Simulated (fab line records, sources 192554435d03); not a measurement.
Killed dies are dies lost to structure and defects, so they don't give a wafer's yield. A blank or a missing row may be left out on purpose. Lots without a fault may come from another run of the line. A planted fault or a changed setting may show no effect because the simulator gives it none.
fab line records | flow n5_finfet
record lots=5 wafers=15 last_day=18
route steps=1938 shown BEOL_M6@1241 PASSIVATION@1936
lots that met no fault: from a run of the same line without faults
start_h: hours from the record's first day to the start of the lot's first wafer shown | wait_h: hours since the lot's step before | " the same as in the row above | L1.1+2: a row that stands for several wafers | - no value, or no start given | * or withheld: withheld | < > ~ a bound
route shown NAME@n: a module of which the file shows steps, and the number in the route of the first | usual: mean/standard deviation of fault-free wafers | same: alike in all rows | chamber/n: place in a boat | sites: the reading at each site | _std_site: their standard deviation | _edge_site: outer sites' mean less inner sites' | radius_mm: how far each site lies from the wafer's centre | mask NAME#n: copy n | behind: the tool/chamber that last shaped the wafer | hold: why the lot was held/for how many hours/how that ended | device: the transistor (n, p or np) that didn't switch | end of line: the same wafers' tests at the end of the route | a step without rows: its recipe alone | killed: dies lost to structure and defects at the first sort, not the wafer's yield | map: a wafer's dies, x killed, . not, _ none there
set.NAME: the setting as run; set.NAME@STEP: as run at that earlier step | model.NAME: the simulator's own value behind a step, which no gauge read
lots at some steps of the route; a table a step, a row a wafer
services: from which hour (start_h, from the record's first day; less than 0 if before it) a tool's chamber was out of use, for how many hours, and why
## steps
# step N5_BEOL_M6_STRIP_80
# recipe chemistry=N2/H2 time_s=10 power_w=450 temp_c=40 pressure_mtorr=20 rf_frequency_hz=6e+07 bias_power_w=7 n2_flow_sccm=200 h2_flow_sccm=200
# usual drypump_motor_current_A=5.7/0.52 oes_product_au=0.80/0.1 rf_vpp_V=59.0/0.8 showerhead_plenum_p_Torr=2.485/0.03 throttle_valve_pct=23.58/0.29
# columns lot.wafer tool chamber start_h wait_h drypump_motor_current_A oes_product_au rf_hours_counter_h rf_vpp_V showerhead_plenum_p_Torr throttle_valve_pct
L344.4 rie_diel-02 2 - - 6.0 0.73 176 59.4 2.531 24.07
L344.5 " 3 " " 6.1 0.76 - 58.6 2.553 23.45
L344.6 " 0 " " 5.7 0.77 - 59.7 2.446 23.51
L351.2 rie_diel-05 3 - - 5.7 0.69 238 58.9 2.495 23.96
L351.4 " 3 " " 5.7 0.69 - 59.4 2.495 23.96
L351.6 " 2 " " 5.2 0.70 - 57.0 2.420 23.80
L352.1 rie_diel-01 2 - - 5.7 0.89 40 60.4 2.481 23.53
L352.3 " 0 " " 6.5 0.83 75 58.8 2.474 23.20
L352.4 " 1 " " 5.7 1.01 0 59.2 2.494 23.47
L364.1 rie_diel-05 2 - - 5.1 0.68 230 58.1 2.407 23.82
L364.3 " 0 " " 5.1 0.91 26 58.9 2.492 23.34
L364.4 " 1 " " 6.0 0.87 - 59.1 2.467 23.19
L366.3 rie_diel-01 2 - - 5.7 0.83 75 58.4 2.467 23.58
L366.5 " 2 " " 5.7 0.84 - 59.0 2.467 23.58
L366.6 " 0 " " 6.5 0.80 - 59.3 2.461 23.23
# step N5_BEOL_M6_OCD_MEAS_38
# usual trench_depth_nm=94.6/1.8
# columns lot.wafer tool chamber start_h wait_h trench_depth_nm
L344.4 ocd-01 - 191.40 - 91.6
L344.5 " - " " 94.8
L344.6 " - " " 94.8
L351.2 ocd-02 - 234.27 - 93.2
L351.4 " - " " 93.4
L351.6 " - " " 93.8
L352.1 ocd-01 - 258.20 - 96.1
L352.3 " - " " 94.4
L352.4 " - " " 96.3
L364.1 ocd-01 - 320.97 - 92.9
L364.3 " - " " 94.5
L364.4 " - " " 95.6
L366.3 ocd-02 - 335.84 - 96.1
L366.5 " - " " 96.5
L366.6 " - " " 95.8
# step N5_BEOL_M6_HM_STRIP_39
# recipe chemistry=peroxide_tin_strip material=TiN target_depth_a=250 temp_c=50 time_s=158
# step N5_BEOL_M6_SRD_40
# recipe time_s=30 temp_c=23 rinse_liquid=diw dry=ipa_marangoni
# step N5_BEOL_M6_PRECLEAN_42
# recipe chemistry=residue_remover time_s=60 temp_c=40
# step N5_BEOL_M6_SRD_43
# recipe time_s=30 temp_c=23 rinse_liquid=diw dry=ipa_marangoni
# step N5_BEOL_M6_CD_MEAS_35
# recipe target_cd_nm=40 target_cd_y_nm=28 polarity=opening
# usual cd_nm=40.2/0.54
# columns lot.wafer tool chamber start_h wait_h cd_nm
L344.4 cd_sem-01 - 191.55 0.0 40.6
L344.5 " - " " 40.2
L344.6 " - " " 39.8
L351.2 cd_sem-01 - 234.42 0.0 39.4
L351.4 " - " " 40.7
L351.6 " - " " 40.2
L352.1 cd_sem-03 - 258.35 0.0 40.1
L352.3 " - " " 39.4
L352.4 " - " " 39.7
L364.1 cd_sem-02 - 321.12 0.0 39.8
L364.3 " - " " 40.3
L364.4 " - " " 39.2
L366.3 cd_sem-03 - 335.99 0.0 39.4
L366.5 " - " " 40.3
L366.6 " - " " 39.3
# step N5_BEOL_M6_CURE_75
# recipe temp_c=370 time_s=120 ambient=DMADMS/He material=SiCOH_lowk
# step N5_BEOL_M6_DEGAS_44
# recipe ambient=vacuum temp_c=250 time_s=60
# step N5_BEOL_M6_PRE_CLEAN_45
# recipe gas=H2/He time_s=30 temp_c=250
# usual heater_power_w=333/43
# columns lot.wafer tool chamber start_h wait_h heater_power_w
L344.4 pvd_sputter-03 - 191.96 0.0 337
L344.5 " - " " 368
L344.6 " - " " 373
L351.2 pvd_sputter-01 - 234.83 0.0 369
L351.4 " - " " 350
L351.6 " - " " 344
L352.1 pvd_sputter-02 - 258.96 0.0 365
L352.3 " - " " 371
L352.4 " - " " 294
L364.1 pvd_sputter-03 - 323.13 0.0 378
L364.3 " - " " 343
L364.4 " - " " 377
L366.3 pvd_sputter-01 - 336.73 0.0 252
L366.5 " - " " 343
L366.6 " - " " 252
# step N5_BEOL_M6_ALD_77
# recipe material=TaN target_thk_a=20 temp_c=275 ald_precursor_family=PDMAT ald_co_reactant=NH3 pressure_torr=3 carrier_flow_sccm=1500 pulse_time_s=2 purge_time_s=3 co_reactant_purge_time_s=2 co_reactant_pulse_time_s=3 ald_cycles=40 precursor_vessel_temp_c=75 precursor_vessel_pressure_torr=26.25 precursor_vessel_carrier_sccm=1000
# usual heater_power_w=427/44
# columns lot.wafer tool chamber start_h wait_h heater_power_w since_wet_clean_h
L344.4 ald_metal-04 1 192.02 0.0 447 2932
L344.5 " 1 " " 441 -
L344.6 " 2 " " 379 -
L351.2 ald_metal-01 1 234.89 0.0 496 4513
L351.4 " 0 " " 445 4513
L351.6 " 0 " " 464 -
L352.1 ald_metal-04 3 259.04 0.1 396 2999
L352.3 " 1 " " 441 2999
L352.4 " 2 " " 382 2999
L364.1 ald_metal-03 3 323.20 0.0 367 6140
L364.3 " 2 " " 510 6140
L364.4 " 1 " " 386 6140
L366.3 ald_metal-03 0 336.79 0.0 417 6154
L366.5 " 0 " " 405 -
L366.6 " 3 " " 359 -
# step N5_BEOL_M6_SURFACE_TREAT_79
# recipe gas=Ar time_s=* ion_energy_ev=* ion_current_ma_cm2=0.5 pressure_mtorr=* ar_flow_sccm=30
# usual throttle_valve_pct=*
# columns lot.wafer tool chamber start_h wait_h throttle_valve_pct
L344.4 pvd_sputter-02 - 192.53 0.4 *
L344.5 " - " " *
L344.6 " - " " *
L351.2 pvd_sputter-02 - 235.17 0.2 *
L351.4 " - " " *
L351.6 " - " " *
L352.1 pvd_sputter-03 - 259.34 0.2 *
L352.3 " - " " *
L352.4 " - " " *
L364.1 pvd_sputter-03 - 323.51 0.2 *
L364.3 " - " " *
L364.4 " - " " *
L366.3 pvd_sputter-02 - 337.09 0.2 *
L366.5 " - " " *
L366.6 " - " " *
# step N5_BEOL_M6_CVD_78
# recipe material=Co target_thk_a=20 temp_c=withheld precursor=CCTBA/H2 pressure_torr=30 time_s=142.3
# usual run_length_s=165.3/0.35
# columns lot.wafer tool chamber start_h wait_h run_length_s since_wet_clean_h
L344.4 cvd_co-01 2 192.94 0.4 165.7 -
L344.5 " 1 " " 165.2 -
L344.6 " 0 " " 165.4 -
L351.2 cvd_co-02 1 235.46 0.3 165.0 1214
L351.4 " 1 " " 165.2 -
L351.6 " 2 " " 164.8 -
L352.1 cvd_co-01 1 259.54 0.2 165.3 123
L352.3 " 2 " " 130.7 560
L352.4 " 0 " " 165.4 -
L364.1 cvd_co-02 0 323.59 0.1 165.2 865
L364.3 " 0 " " 164.8 -
L364.4 " 1 " " 165.2 -
L366.3 cvd_co-02 2 337.19 0.1 165.4 -
L366.5 " 0 " " 165.2 -
L366.6 " 2 " " 165.3 -
# step N5_BEOL_M6_SPUTTER_48
# recipe material=Cu target_thk_a=100 temp_c=-20 bias_v=60 power_w=26000 chamber_pressure_pa=0.13 time_s=1.667
# usual throttle_valve_pct=30.3/0.39
# columns lot.wafer tool chamber start_h wait_h throttle_valve_pct
L344.4 pvd_sputter-02 - 194.62 1.6 30.3
L344.5 " - " " 30.2
L344.6 " - " " 30.9
L351.2 pvd_sputter-01 - 236.75 1.2 30.2
L351.4 " - " " 29.6
L351.6 " - " " 30.5
L352.1 pvd_sputter-03 - 260.26 0.7 30.7
L352.3 " - " " 30.1
L352.4 " - " " 30.2
L364.1 pvd_sputter-03 - 323.79 0.2 30.0
L364.3 " - " " 30.1
L364.4 " - " " 30.4
L366.3 pvd_sputter-01 - 337.35 0.1 30.6
L366.5 " - " " 29.7
L366.6 " - " " 30.5
# step N5_PASSIVATION_PROBE_49
# usual defect_limited_yield=91.2/1.6 killed_at_M0_to_M3=33/11 killed_at_M4_up=15/6.2 killed_at_contacts=15/7.1 killed_at_front_end=38/12 killed_at_other=4/3.5 killed_dies=104/19 killed_on_rim=14/4 killed_open=69/14 killed_short=34/8.5 sort_bin_5_function=5.2/0.99 sort_bin_6_memory=3.3/0.77 sort_n_pass=1076/19 sort_yield_pct=91.2/1.6
# same gross_dies=1180 killed_at_back_side=0 sort_bin_4_leakage[%]=0 sort_bin_8_speed[%]=0
# columns lot.wafer tool chamber start_h wait_h defect_limited_yield[%] killed_at_M0_to_M3 killed_at_M4_up killed_at_contacts killed_at_front_end killed_at_other killed_dies killed_on_rim killed_open killed_short sort_bin_5_function[%] sort_bin_6_memory[%] sort_n_pass sort_yield_pct[%]
L344.4 prober-02 - 279.66 0.2 89.4 29 11 19 62 4 125 19 76 49 6.8 3.6 1055 89.4
L344.5 prober-02 - 279.71 0.2 91.0 26 11 30 34 5 106 19 74 32 5.9 2.9 1074 91.0
L344.6 prober-02 - 279.76 0.3 89.9 34 15 12 45 13 119 16 90 28 5.6 4.0 1061 89.9
L351.2 prober-02 - 321.03 0.1 91.6 23 15 19 42 0 99 7 59 40 5.2 3.1 1081 91.6
L351.4 prober-02 - 321.13 0.2 92.8 23 18 11 30 3 85 12 57 26 4.2 2.7 1095 92.8
L351.6 prober-02 - 321.23 0.3 90.8 22 19 31 36 1 109 11 70 34 5.3 3.5 1071 90.8
L352.1 prober-01 - 343.86 0.0 91.5 34 19 22 19 6 100 10 64 32 4.7 3.4 1080 91.5
L352.3 prober-01 - 343.96 0.1 92.3 33 23 19 14 2 91 12 61 28 4.2 3.2 1089 92.3
L352.4 prober-01 - 344.01 0.2 92.9 36 9 14 23 2 84 5 60 24 4.3 2.5 1096 92.9
L364.1 prober-02 - 413.12 0.0 91.4 35 11 33 21 2 102 16 73 29 5.4 3.1 1078 91.4
L364.3 prober-02 - 413.22 0.1 88.3 65 28 17 23 5 138 18 86 49 7.0 4.1 1042 88.3
L364.4 prober-02 - 413.27 0.2 89.0 38 19 20 47 6 130 20 78 51 5.8 4.7 1050 89.0
L366.3 prober-01 - 420.68 0.1 91.0 35 12 21 37 1 106 19 76 30 5.8 2.6 1074 91.0
L366.5 prober-01 - 420.78 0.2 92.3 33 12 12 29 5 91 14 65 24 4.3 3.1 1089 92.3
L366.6 prober-01 - 420.83 0.3 90.3 39 23 17 32 3 114 12 76 37 5.3 3.8 1066 90.3
# killed by level:class
L344.4 FIN_SAQP:geometric_particle:short=13 MOL_CONTACT_COAG:geometric_particle:open=13 FIN_SAQP:geometric_particle:open=11 STI_FIN_REVEAL:geometric_particle:open=11 GATE_CUT:geometric_particle:short=11 BEOL_M0_SAQP:geometric_particle:short=10 BEOL_M3:geometric_particle:open=7 DUMMY_GATE:geometric_particle:open=6
L344.5 MOL_CONTACT_COAG:geometric_particle:open=23 STI_FIN_REVEAL:geometric_particle:open=12 MOL_CONTACT_COAG:geometric_particle:short=7 BEOL_M3:geometric_particle:open=7 BEOL_M0_SAQP:geometric_particle:short=6 BEOL_M0_SAQP:geometric_particle:open=6 BEOL_M4:geometric_particle:open=6 FIN_SAQP:geometric_particle:open=4
L344.6 STI_FIN_REVEAL:geometric_particle:open=24 MOL_CONTACT_COAG:geometric_particle:open=10 BEOL_M1:geometric_particle:open=9 BEOL_M0_SAQP:geometric_particle:open=8 GATE_CUT:geometric_particle:short=7 MIM_TOP_ETCH:geometric_particle:open=5 BEOL_M0_SAQP:geometric_particle:short=4 BEOL_M2:geometric_particle:open=4
L351.2 MOL_CONTACT_COAG:geometric_particle:open=15 FIN_SAQP:geometric_particle:short=9 FIN_SAQP:geometric_particle:open=8 GATE_CUT:geometric_particle:short=7 BEOL_M0_SAQP:geometric_particle:short=6 BEOL_M0_SAQP:geometric_particle:open=6 GATE_CUT:geometric_particle:open=5 BEOL_M5:geometric_particle:open=5
L351.4 STI_FIN_REVEAL:geometric_particle:open=10 MOL_CONTACT_COAG:geometric_particle:open=9 BEOL_M0_SAQP:geometric_particle:open=8 BEOL_M4:geometric_particle:open=8 BEOL_M0_SAQP:geometric_particle:short=6 BEOL_M5:geometric_particle:open=5 FIN_SAQP:geometric_particle:open=4 STI_FIN_REVEAL:geometric_particle:short=3
L351.6 MOL_CONTACT_COAG:geometric_particle:open=24 BEOL_M4:geometric_particle:open=10 MOL_CONTACT_COAG:geometric_particle:short=7 GATE_CUT:geometric_particle:short=6 BEOL_M0_SAQP:geometric_particle:short=6 STARTING-WAFER:geometric_particle:open=5 FIN_SAQP:geometric_particle:short=4 FIN_SAQP:geometric_particle:open=4
L352.1 MOL_CONTACT_COAG:geometric_particle:open=16 BEOL_M0_SAQP:geometric_particle:open=9 BEOL_M2:geometric_particle:open=7 MOL_CONTACT_COAG:geometric_particle:short=6 BEOL_M0_SAQP:geometric_particle:short=5 BEOL_M4:geometric_particle:open=5 BEOL_M5:geometric_particle:open=4 FIN_SAQP:geometric_particle:short=3
L352.3 MOL_CONTACT_COAG:geometric_particle:open=13 BEOL_M0_SAQP:geometric_particle:short=9 BEOL_M1:geometric_particle:open=7 MOL_CONTACT_COAG:geometric_particle:short=6 BEOL_M2:geometric_particle:open=6 BEOL_M5:geometric_particle:open=6 BEOL_M3:geometric_particle:open=5 BEOL_M4:geometric_particle:open=5
L352.4 MOL_CONTACT_COAG:geometric_particle:open=12 BEOL_M0_SAQP:geometric_particle:short=8 BEOL_M0_SAQP:geometric_particle:open=7 BEOL_M1:geometric_particle:open=6 BEOL_M3:geometric_particle:open=5 BEOL_M4:geometric_particle:open=5 FIN_SAQP:geometric_particle:open=4 STI_FIN_REVEAL:geometric_particle:open=4
L364.1 MOL_CONTACT_COAG:geometric_particle:open=27 BEOL_M3:geometric_particle:open=10 BEOL_M0_SAQP:geometric_particle:short=8 MOL_CONTACT_COAG:geometric_particle:short=6 BEOL_M0_SAQP:geometric_particle:open=6 BEOL_M2:geometric_particle:open=6 FIN_SAQP:geometric_particle:open=5 DUMMY_GATE:geometric_particle:open=4
L364.3 BEOL_M0_SAQP:geometric_particle:open=17 MOL_CONTACT_COAG:geometric_particle:open=16 BEOL_M2:geometric_particle:open=14 BEOL_M0_SAQP:geometric_particle:short=13 BEOL_M4:geometric_particle:short=11 BEOL_M4:geometric_particle:open=8 BEOL_M3:geometric_particle:open=7 FIN_SAQP:geometric_particle:short=5
L364.4 MOL_CONTACT_COAG:geometric_particle:open=16 FIN_SAQP:geometric_particle:short=12 BEOL_M0_SAQP:geometric_particle:open=7 BEOL_M1:geometric_particle:open=7 FIN_SAQP:geometric_particle:open=6 BEOL_M3:geometric_particle:open=6 STI_FIN_REVEAL:geometric_particle:open=5 BEOL_M2:geometric_particle:open=5
L366.3 MOL_CONTACT_COAG:geometric_particle:open=16 BEOL_M2:geometric_particle:open=16 DUMMY_GATE:geometric_particle:open=8 STI_FIN_REVEAL:geometric_particle:open=6 FIN_SAQP:geometric_particle:short=5 MOL_CONTACT_COAG:geometric_particle:short=5 BEOL_M3:geometric_particle:open=5 FIN_SAQP:geometric_particle:open=4
L366.5 MOL_CONTACT_COAG:geometric_particle:open=10 BEOL_M2:geometric_particle:open=10 BEOL_M0_SAQP:geometric_particle:open=10 FIN_SAQP:geometric_particle:open=6 STI_FIN_REVEAL:geometric_particle:open=4 GATE_CUT:geometric_particle:short=4 BEOL_M3:geometric_particle:open=4 BEOL_M7:geometric_particle:open=4
L366.6 MOL_CONTACT_COAG:geometric_particle:open=15 BEOL_M4:geometric_particle:open=12 BEOL_M2:geometric_particle:open=8 BEOL_M3:geometric_particle:open=7 DUMMY_GATE:geometric_particle:open=6 GATE_CUT:geometric_particle:short=6 BEOL_M0_SAQP:geometric_particle:short=5 BEOL_M1:geometric_particle:open=5
## services
# columns tool chamber start_h hours kind
rie_diel-05 1 184.07 - clean
rie_diel-05 1 184.07 - consumable_replace:focus_ring
rie_diel-05 1 184.07 21.9 scheduled_down
rie_diel-05 1 184.07 21.9 vent_cycle
ald_metal-04 - 199.22 1.0 repair
rie_diel-01 0 205.00 10.7 repair
rie_diel-05 3 217.36 2.8 repair
rie_diel-05 0 221.67 - clean
rie_diel-05 0 221.67 - consumable_replace:focus_ring
rie_diel-01 1 226.12 7.0 repair
cvd_co-02 - 231.43 0.3 repair
ald_metal-04 1 235.12 6.6 repair
rie_diel-05 - 271.96 10.0 pm
ald_metal-04 3 273.42 4.0 repair
cvd_co-02 2 286.37 40.8 repair
rie_diel-05 3 292.57 28.2 repair
rie_diel-05 - 311.93 2.8 pm
pvd_sputter-03 - 316.18 2.9 repair
rie_diel-05 3 321.20 7.7 repair
ald_metal-04 2 322.90 7.5 repair
cvd_co-02 1 333.33 - clean
cvd_co-02 1 333.33 22.0 scheduled_down
cvd_co-02 1 333.33 22.0 vent_cycle
ald_metal-03 - 337.30 14.0 pm
## key
first_sign step=N5_BEOL_M6_CVD_78 reading=run_length_s direction=down sigmas=99+ usual=* struck=*
effect none on later readings
met_at N5_BEOL_M6_CVD_78
struck_wafers L352.3
onset_between 192.94 259.54
fault kind=process_parameter_drift tool=cvd_co-01 chamber=- onset_h=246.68 steps=N5_BEOL_M6_CVD_78 channel=time_s offset=* shape=step end_h=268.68 scope=struck_wafers_only acts_in=* stated=*
